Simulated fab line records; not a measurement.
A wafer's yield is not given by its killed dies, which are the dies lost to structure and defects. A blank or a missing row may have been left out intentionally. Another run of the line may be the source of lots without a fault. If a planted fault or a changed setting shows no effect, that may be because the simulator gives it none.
3 desks looking at one fault || flow n5-finfet || each desk has only its own numbers; what lay behind them comes last

THE METROLOGY DESK
What the gauges read for every lot (on any tool): the sampled wafers with a number, averaged. The brackets show how far a lot's mean lies from the usual mean; more than 4 standard deviations puts the lot out of limits, marked OUT.
Columns: A = cd-nm at N5_BEOL_M12_CD_MEAS_17, usual 141.4 nm
{"lot": "L467", "first seen here": "day 10 22:46", "A": 140.2}
{"lot": "L474", "first seen here": "day 12 13:39", "A": 141.3}
{"lot": "L476", "first seen here": "day 14 00:13", "A": 140.9}
{"lot": "L482", "first seen here": "day 14 20:26", "A": 141.1}
{"lot": "L483", "first seen here": "day 15 08:10", "A": 148.8}
{"lot": "L486", "first seen here": "day 15 19:56", "A": 141.4}
{"lot": "L485", "first seen here": "day 15 21:17", "A": "150.4 (+4.3) OUT"}
{"lot": "L487", "first seen here": "day 16 04:15", "A": 143.7}
{"lot": "L488", "first seen here": "day 16 05:49", "A": 140.9}
This desk finds L485 out of limits, L485 being first, at day 15 21:17 (cd-nm at N5_BEOL_M12_CD_MEAS_17). L467, L474, L476, L482, L483, L486, L487, L488: within limits.

TOOL OWNER'S DESK, rie-diel-05
The tool's own readings at N5_BEOL_M12_ETCH_59 (etches BARC in N2/H2, target depth 89 nm, overetch 26.7 nm, time 67.9 s): means of the sampled wafers that have a number, for each lot that ran on this tool. The brackets show how far a lot's mean lies from the usual mean; more than 4 standard deviations puts the lot out of limits, marked OUT.
Columns: A = bias-w at N5_BEOL_M12_ETCH_59, usual 150.0 W; B = drypump-motor-current-A at N5_BEOL_M12_ETCH_59, usual 5.7 A; C = oes-product-au at N5_BEOL_M12_ETCH_59, usual 0.69 a.u.; D = rf-vpp-V at N5_BEOL_M12_ETCH_59, usual 524.1 V; E = showerhead-plenum-p-Torr at N5_BEOL_M12_ETCH_59, usual 2.55 Torr; F = throttle-valve-pct at N5_BEOL_M12_ETCH_59, usual 17.85 %
{"lot": "L467", "first seen here": "day 10 22:18", "A": 149.8, "B": 5.3, "C": 0.61, "D": 526.2, "E": 2.63, "F": 18.16}
{"lot": "L474", "first seen here": "day 12 13:11", "A": 150.0, "B": 6.3, "C": 0.77, "D": 524.2, "E": 2.55, "F": 17.58}
{"lot": "L483", "first seen here": "day 15 07:43", "A": 149.4, "B": 6.2, "C": 0.72, "D": 525.6, "E": 2.57, "F": 17.63}
{"lot": "L486", "first seen here": "day 15 19:28", "A": 150.0, "B": 5.8, "C": 0.73, "D": 525.0, "E": 2.58, "F": 17.88}
{"lot": "L485", "first seen here": "day 15 20:50", "A": 149.8, "B": 6.2, "C": 0.71, "D": 525.4, "E": 2.57, "F": 17.63}
This desk's finding: nothing out of limits on any of the 5 lots.

THE DEFECT DESK
Per lot, the means of the sampled wafers with a number show what the inspections along the route counted. The brackets show how far a lot's mean lies from the usual mean; more than 4 standard deviations puts the lot out of limits, marked OUT.
Columns: A = raw-defect-count at N5_BEOL_M11_INSPECT_58, usual 71
{"lot": "L467", "first seen here": "day 10 21:35", "A": 57}
{"lot": "L474", "first seen here": "day 12 12:29", "A": 68}
{"lot": "L476", "first seen here": "day 13 22:59", "A": 78}
{"lot": "L482", "first seen here": "day 14 19:15", "A": 70}
{"lot": "L483", "first seen here": "day 15 06:53", "A": 79}
{"lot": "L486", "first seen here": "day 15 12:32", "A": 83}
{"lot": "L485", "first seen here": "day 15 19:51", "A": 63}
{"lot": "L487", "first seen here": "day 16 03:04", "A": 67}
{"lot": "L488", "first seen here": "day 16 04:38", "A": 79}
This desk's finding: nothing out of limits on any of the 9 lots.

TAKEN TOGETHER
At day 15 21:17 the metrology desk could have sounded an alarm, on L485.
The desk of the tool owner found nothing out of limits.
Nothing the defect desk looked at was out of limits.
The tool owner's desk has L485 on record, within its limits.
The defect desk has L485 on record, within its limits.
N5_BEOL_M12_ETCH_59 was run on rie-diel-05 by each of the lots named.

WHAT WAS PUT IN BY THE SIMULATOR
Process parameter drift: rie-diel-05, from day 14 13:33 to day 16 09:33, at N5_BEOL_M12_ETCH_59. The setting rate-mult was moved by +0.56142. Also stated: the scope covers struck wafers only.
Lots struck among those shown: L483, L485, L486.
Per desk, hours elapsed from the start of the fault to the first reading out of limits: for the metrology desk, 32.
